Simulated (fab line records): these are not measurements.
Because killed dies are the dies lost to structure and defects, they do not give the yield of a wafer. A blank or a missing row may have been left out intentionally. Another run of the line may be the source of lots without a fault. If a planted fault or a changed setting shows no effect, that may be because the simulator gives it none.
Chamber matching / flow nand-harc / NHARC_P_M1_ETCH_35 on rie-diel-10 has 4 sister chambers
The step etches the open film in N2/H2, target depth 40 nm, overetch 12 nm, time 43.94 s. 14 wafers are shown with their chamber, then 7 later ones without.

== EACH WAFER AND ITS CHAMBER ==
wafer=L535.3; chamber=0; drypump-motor-current-A (A)=5.9; rf-vpp-V (V)=429.0; oes-product-au (a.u.)=1.000
wafer=L535.5; chamber=0; drypump-motor-current-A (A)=5.9; rf-vpp-V (V)=429.1; oes-product-au (a.u.)=1.022
wafer=L535.6; chamber=3; drypump-motor-current-A (A)=6.2; rf-vpp-V (V)=432.2; oes-product-au (a.u.)=1.000
wafer=L534.1; chamber=2; drypump-motor-current-A (A)=6.0; rf-vpp-V (V)=429.0; oes-product-au (a.u.)=0.993
wafer=L534.2; chamber=0; drypump-motor-current-A (A)=5.9; rf-vpp-V (V)=429.2; oes-product-au (a.u.)=1.011
wafer=L534.4; chamber=3; drypump-motor-current-A (A)=6.2; rf-vpp-V (V)=432.9; oes-product-au (a.u.)=0.999
wafer=L537.1; chamber=0; drypump-motor-current-A (A)=5.9; rf-vpp-V (V)=429.3; oes-product-au (a.u.)=0.988
wafer=L537.2; chamber=2; drypump-motor-current-A (A)=6.0; rf-vpp-V (V)=428.6; oes-product-au (a.u.)=0.984
wafer=L537.5; chamber=2; drypump-motor-current-A (A)=6.0; rf-vpp-V (V)=429.3; oes-product-au (a.u.)=0.992
wafer=L539.1; chamber=2; drypump-motor-current-A (A)=6.1; rf-vpp-V (V)=429.2; oes-product-au (a.u.)=0.983
wafer=L539.3; chamber=0; drypump-motor-current-A (A)=5.9; rf-vpp-V (V)=428.3; oes-product-au (a.u.)=1.011
wafer=L539.6; chamber=3; drypump-motor-current-A (A)=6.2; rf-vpp-V (V)=434.4; oes-product-au (a.u.)=0.990
wafer=L544.1; chamber=1; drypump-motor-current-A (A)=5.4; rf-vpp-V (V)=430.2; oes-product-au (a.u.)=0.995
wafer=L544.2; chamber=3; drypump-motor-current-A (A)=6.2; rf-vpp-V (V)=431.0; oes-product-au (a.u.)=1.000

SIGNATURES, as means of the wafers listed above
reading=drypump-motor-current-A; chamber 0=5.900; chamber 1=5.400; chamber 2=6.025; chamber 3=6.200; scatter within a chamber=0.0274
reading=rf-vpp-V; chamber 0=428.980; chamber 1=430.200; chamber 2=429.025; chamber 3=432.625; scatter within a chamber=0.834
reading=oes-product-au; chamber 0=1.00640; chamber 1=0.99500; chamber 2=0.98800; chamber 3=0.99725; scatter within a chamber=0.00904
Rule: for a wafer and a chamber, the distance is found by dividing, reading by reading, the gap between the wafer's reading and the chamber's mean by the reading's scatter, squaring, summing and taking the root. The wafer belongs to the nearest chamber; if the next one is less than 2 further off, it can't be placed. The scatter: take each reading less its chamber's mean, square it, sum over the shown wafers, divide by the number of wafers less the number of chambers, and take the root.

== WAFERS MISSING THEIR CHAMBER ==
wafer=L544.4; drypump-motor-current-A (A)=6.1; rf-vpp-V (V)=427.7; oes-product-au (a.u.)=0.996
wafer=L545.2; drypump-motor-current-A (A)=5.4; rf-vpp-V (V)=431.1; oes-product-au (a.u.)=0.993
wafer=L545.3; drypump-motor-current-A (A)=6.2; rf-vpp-V (V)=433.4; oes-product-au (a.u.)=0.992
wafer=L545.5; drypump-motor-current-A (A)=6.2; rf-vpp-V (V)=431.1; oes-product-au (a.u.)=0.993
wafer=L551.2; drypump-motor-current-A (A)=5.9; rf-vpp-V (V)=429.0; oes-product-au (a.u.)=1.006
wafer=L551.5; drypump-motor-current-A (A)=6.2; rf-vpp-V (V)=430.8; oes-product-au (a.u.)=0.991
wafer=L551.6; drypump-motor-current-A (A)=5.9; rf-vpp-V (V)=428.5; oes-product-au (a.u.)=1.010

== WHICH CHAMBER EACH ONE RAN IN ==
wafer=L544.4; from the rows above=2; in truth=2
wafer=L545.2; from the rows above=1; in truth=1
wafer=L545.3; from the rows above=3; in truth=3
wafer=L545.5; from the rows above=3; in truth=3
wafer=L551.2; from the rows above=0; in truth=0
wafer=L551.5; from the rows above=3; in truth=3
wafer=L551.6; from the rows above=0; in truth=0
Correct placement for 7 of the 7. Can't be placed from these rows: 0. Wrongly placed: 0.
